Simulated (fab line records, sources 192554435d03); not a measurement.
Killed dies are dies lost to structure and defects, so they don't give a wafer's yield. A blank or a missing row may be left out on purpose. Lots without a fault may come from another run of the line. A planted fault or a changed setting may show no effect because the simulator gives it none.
fab line records | flow n5_finfet | part 2 of 2: steps 19 to 25 of 25
record lots=5 wafers=15 last_day=18
route steps=1938 shown FIN_CUT@156
lots that met no fault: from a run of the same line without faults
start_h: hours from the record's first day to the start of the lot's first wafer shown | wait_h: hours since the lot's step before | " the same as in the row above | L1.1+2: a row that stands for several wafers | - no value, or no start given | * or withheld: withheld | < > ~ a bound
route shown NAME@n: a module of which the file shows steps, and the number in the route of the first | usual: mean/standard deviation of fault-free wafers | same: alike in all rows | chamber/n: place in a boat | sites: the reading at each site | _std_site: their standard deviation | _edge_site: outer sites' mean less inner sites' | radius_mm: how far each site lies from the wafer's centre | mask NAME#n: copy n | behind: the tool/chamber that last shaped the wafer | hold: why the lot was held/for how many hours/how that ended | device: the transistor (n, p or np) that didn't switch | end of line: the same wafers' tests at the end of the route | a step without rows: its recipe alone | killed: dies lost to structure and defects at the first sort, not the wafer's yield | map: a wafer's dies, x killed, . not, _ none there
set.NAME: the setting as run; set.NAME@STEP: as run at that earlier step | model.NAME: the simulator's own value behind a step, which no gauge read
lots at some steps of the route; a table a step, a row a wafer
services: from which hour (start_h, from the record's first day; less than 0 if before it) a tool's chamber was out of use, for how many hours, and why
## steps
# step N5_FIN_CUT_CUT_ETCH_27
# recipe chemistry=CHF3/O2 target=SiO2 target_depth_a=40 mask_material=SOC overetch_a=20 time_s=4.9 pressure_mtorr=30 source_w=650 bias_w=170 Ar_flow_sccm=200 CHF3_flow_sccm=50 O2_flow_sccm=5 ion_energy_ev=200
# usual O2_flow_sccm=5.000/0.017 drypump_motor_current_A=5.76/0.29 oes_product_au=0.62/0.05 rf_vpp_V=519/11 showerhead_plenum_p_Torr=2.41/0.096 throttle_valve_pct=18.83/0.22
# columns lot.wafer tool chamber start_h wait_h O2_flow_sccm drypump_motor_current_A oes_product_au rf_hours_counter_h rf_vpp_V showerhead_plenum_p_Torr throttle_valve_pct
L076.2 rie_diel-01 3 45.78 0.0 4.994 5.85 0.57 225 506 2.49 18.76
L076.3 " 1 " " 4.990 6.13 0.71 26 536 2.47 18.84
L076.4 " 1 " " 5.008 6.12 0.71 - 537 2.47 18.83
L083.3 rie_diel-01 3 82.42 0.0 4.968 5.86 0.55 237 506 2.48 18.80
L083.4 " 0 " " 5.006 5.70 0.69 37 519 2.37 18.39
L083.6 " 0 " " 5.011 5.67 0.69 - 520 2.37 18.37
L084.1 rie_diel-05 1 88.91 0.0 5.005 5.16 0.59 145 527 2.30 19.01
L084.3 " 3 " " 5.016 5.76 0.69 59 526 2.35 18.40
L084.5 " 0 " " 5.032 5.79 0.60 - 517 2.40 18.90
L085.1 rie_diel-06 3 95.69 0.0 5.024 5.39 0.70 23 530 2.57 18.88
L085.2 " 0 " " 5.000 5.91 0.61 123 534 2.53 18.93
L085.4 " 2 " " 4.999 6.01 0.61 100 507 2.32 18.78
L095.2 rie_diel-06 3 153.68 0.0 5.000 5.44 0.67 40 530 2.56 18.91
L095.3 " 2 " " 5.036 6.00 0.60 116 505 2.31 18.80
L095.4 " 0 " " 5.006 5.89 0.59 140 533 2.53 18.93
# step N5_FIN_CUT_PRECLEAN_35
# recipe time_s=13.3 temp_c=45 pressure_torr=125 p_hf_torr=3 p_coreactant_torr=25 chemistry=vHF
# usual drypump_motor_current_A=6.0/0.57
# columns lot.wafer tool chamber start_h wait_h drypump_motor_current_A
L076.2 vapor_etch-01 1 45.85 0.0 6.5
L076.3 " 0 " " 6.0
L076.4 " 1 " " 6.4
L083.3 vapor_etch-01 1 83.88 1.4 6.5
L083.4 " 1 " " 6.5
L083.6 " 1 " " 6.5
L084.1 vapor_etch-01 1 89.20 0.3 6.5
L084.3 " 1 " " 6.5
L084.5 " 1 " " 6.5
L085.1 vapor_etch-01 1 96.09 0.4 6.4
L085.2 " 0 " " 6.0
L085.4 " 0 " " 6.0
L095.2 vapor_etch-02 1 153.75 0.0 4.8
L095.3 " 1 " " 4.8
L095.4 " 0 " " 5.8
# step N5_FIN_CUT_CUT_ETCH_15
# recipe chemistry=HBr/Cl2/O2 target=Si target_depth_a=1000 bt_time_s=10 mask_material=SOC time_s=42.4 ion_energy_ev=* bias_w=* pressure_mtorr=10 icp_w=800 HBr_flow_sccm=150 Cl2_flow_sccm=80 O2_flow_sccm=12
# usual O2_flow_sccm=12.00/0.034 drypump_motor_current_A=5.5/0.34 oes_product_au=0.994/0.013 throttle_valve_pct=37.2/0.51
# columns lot.wafer tool chamber start_h wait_h O2_flow_sccm drypump_motor_current_A oes_product_au rf_hours_counter_h throttle_valve_pct
L076.2 rie_si-05 3 45.93 0.1 12.00 5.5 0.977 143 37.1
L076.3 " 2 " " 12.00 5.3 1.000 77 36.5
L076.4 " 1 " " 12.06 5.8 0.994 148 37.8
L083.3 rie_si-05 3 83.98 0.1 12.00 5.5 0.990 144 37.1
L083.4 " 1 " " 11.99 5.8 0.994 149 37.7
L083.6 " 0 " " 11.93 5.2 0.984 - 37.1
L084.1 rie_si-02 2 89.28 0.1 11.99 5.7 1.017 66 38.3
L084.3 " 0 " " 11.93 5.5 1.002 122 37.3
L084.5 " 0 " " 12.01 5.5 1.003 - 37.3
L085.1 rie_si-02 3 96.17 0.1 11.99 6.6 1.005 0 37.6
L085.2 " 2 " " 11.99 5.7 1.009 66 38.3
L085.4 " 3 " " 12.01 6.6 0.998 - 37.6
L095.2 rie_si-02 3 153.84 0.1 12.06 6.6 0.998 1 37.6
L095.3 " 1 " " 12.02 5.8 1.011 96 37.4
L095.4 " 2 " " 12.03 5.7 1.006 67 38.3
# step N5_FIN_CUT_CUT_ETCH_28
# recipe chemistry=HBr/Cl2/O2 target=Si target_depth_a=60 mask_material=SOC time_s=2.4 ion_energy_ev=* bias_w=* pressure_mtorr=10 icp_w=800 HBr_flow_sccm=150 Cl2_flow_sccm=80 O2_flow_sccm=12
# usual O2_flow_sccm=12.01/0.032 drypump_motor_current_A=5.5/0.34 oes_product_au=0.994/0.014 throttle_valve_pct=37.2/0.51
# columns lot.wafer tool chamber start_h wait_h O2_flow_sccm drypump_motor_current_A oes_product_au rf_hours_counter_h throttle_valve_pct
L076.2 rie_si-05 3 45.98 0.0 11.98 5.5 0.973 143 37.1
L076.3 " 2 " " 12.02 5.3 1.008 77 36.5
L076.4 " 1 " " 12.02 5.8 1.003 148 37.7
L083.3 rie_si-05 3 84.03 0.0 12.01 5.5 0.974 144 37.1
L083.4 " 1 " " 12.00 5.8 0.999 149 37.7
L083.6 " 0 " " 12.00 5.2 0.980 - 37.1
L084.1 rie_si-02 2 89.34 0.0 11.95 5.7 1.007 66 38.3
L084.3 " 0 " " 12.07 5.5 1.003 122 37.3
L084.5 " 0 " " 12.06 5.5 1.005 - 37.2
L085.1 rie_si-02 3 96.22 0.0 12.07 6.7 0.989 0 37.6
L085.2 " 2 " " 12.02 5.7 1.004 66 38.3
L085.4 " 3 " " 12.03 6.6 0.996 - 37.6
L095.2 rie_si-02 3 153.89 0.0 12.03 6.6 0.994 1 37.6
L095.3 " 1 " " 12.05 5.8 1.001 96 37.4
L095.4 " 2 " " 12.00 5.7 1.010 67 38.3
# step N5_FIN_CUT_STRIP_22
# recipe chemistry=N2/H2 power_w=500 temp_c=40 pressure_mtorr=50 rf_frequency_hz=6e+07 overash_fraction=0.3 bias_power_w=8 h2_frac=0.5 n2_flow_sccm=300 h2_flow_sccm=300
# usual drypump_motor_current_A=5.78/0.29 h2_flow_sccm=300.0/1 oes_product_au=0.79/0.072 rf_vpp_V=54.3/2.1 showerhead_plenum_p_Torr=3.36/0.11 throttle_valve_pct=18.9/0.39
# columns lot.wafer tool chamber start_h wait_h drypump_motor_current_A h2_flow_sccm oes_product_au rf_hours_counter_h rf_vpp_V showerhead_plenum_p_Torr throttle_valve_pct
L076.2 rie_diel-06 0 46.05 0.0 5.92 302.7 0.78 109 53.8 3.50 19.3
L076.3 " 2 " " 6.00 301.1 0.80 87 54.6 3.29 19.7
L076.4 " 1 " " 6.28 299.9 0.76 178 56.2 3.23 18.5
L083.3 rie_diel-06 0 84.10 0.0 5.92 301.8 0.78 120 57.2 3.50 19.3
L083.4 " 2 " " 6.04 300.5 0.80 97 54.0 3.28 19.7
L083.6 " 2 " " 6.03 299.9 0.82 - 52.4 3.28 19.7
L084.1 rie_diel-01 2 89.40 0.0 5.67 299.3 0.73 183 51.5 3.49 19.2
L084.3 " 0 " " 5.67 300.6 0.87 38 54.6 3.28 18.4
L084.5 " 3 " " 5.85 299.1 0.69 - 52.3 3.41 18.5
L085.1 rie_diel-05 3 96.29 0.0 5.75 299.1 0.85 61 56.1 3.28 18.4
L085.2 " 2 " " 5.69 299.6 0.74 208 55.0 3.32 19.1
L085.4 " 1 " " 5.23 298.8 0.75 147 55.1 3.20 18.6
L095.2 rie_diel-01 2 153.96 0.0 5.66 299.1 0.71 198 55.5 3.49 19.2
L095.3 " 1 " " 6.15 299.6 0.86 59 54.2 3.42 19.1
L095.4 " 1 " " 6.15 299.6 0.85 - 54.9 3.42 19.1
# step N5_FIN_CUT_PRECLEAN_36
# recipe chemistry=O3/DIW time_s=60 temp_c=22 o3_ppm=10
# columns lot.wafer tool chamber start_h wait_h
L076.2+3+4 wet_bench-02 3,6,0 46.12 -
L083.3+4+6 wet_bench-02 0,5,7 84.17 -
L084.1+3+5 wet_bench-05 3,4,6 89.47 -
L085.1+2+4 wet_bench-05 2,4,3 96.36 -
L095.2+3+4 wet_bench-05 5,6,2 154.03 -
# step N5_FIN_CUT_SRD_32
# recipe dry=ipa_marangoni time_s=30 temp_c=23 rinse_liquid=diw
# columns lot.wafer tool chamber start_h wait_h
L076.2+3+4 wet_bench-02 3,6,0 46.14 0.0
L083.3+4+6 wet_bench-02 0,5,7 84.19 0.0
L084.1+3+5 wet_bench-05 3,4,6 89.49 0.0
L085.1+2+4 wet_bench-05 2,4,3 96.38 0.0
L095.2+3+4 wet_bench-05 5,6,2 154.05 0.0
## services
# columns tool chamber start_h hours kind
euv_scanner-02 - 33.50 0.3 repair
rie_diel-05 - 36.84 3.3 repair
rie_diel-01 0 41.96 13.1 repair
euv_scanner-02 - 41.98 1.0 pm
euv_scanner-01 - 45.50 1.6 repair
rie_diel-05 1 47.74 9.5 repair
rie_diel-06 - 55.42 2.8 pm
rie_diel-05 3 59.32 3.6 repair
euv_scanner-02 - 68.00 0.7 repair
wet_bench-05 - 69.57 1.0 repair
rie_si-05 0 70.52 6.4 repair
rie_si-05 2 72.74 7.4 repair
euv_scanner-01 - 76.02 1.0 pm
rie_diel-05 2 86.52 6.5 repair
rie_si-02 3 88.46 1.3 repair
rie_si-02 1 94.85 5.3 repair
rie_si-02 3 104.93 7.7 repair
rie_si-02 0 116.99 12.4 repair
euv_scanner-01 - 132.17 1.0 pm
rie_diel-06 - 132.24 0.2 repair
rie_diel-01 2 137.63 13.2 repair
vapor_etch-01 - 139.94 2.8 pm
rie_diel-06 - 142.13 0.4 repair
rie_diel-01 3 145.39 3.7 repair
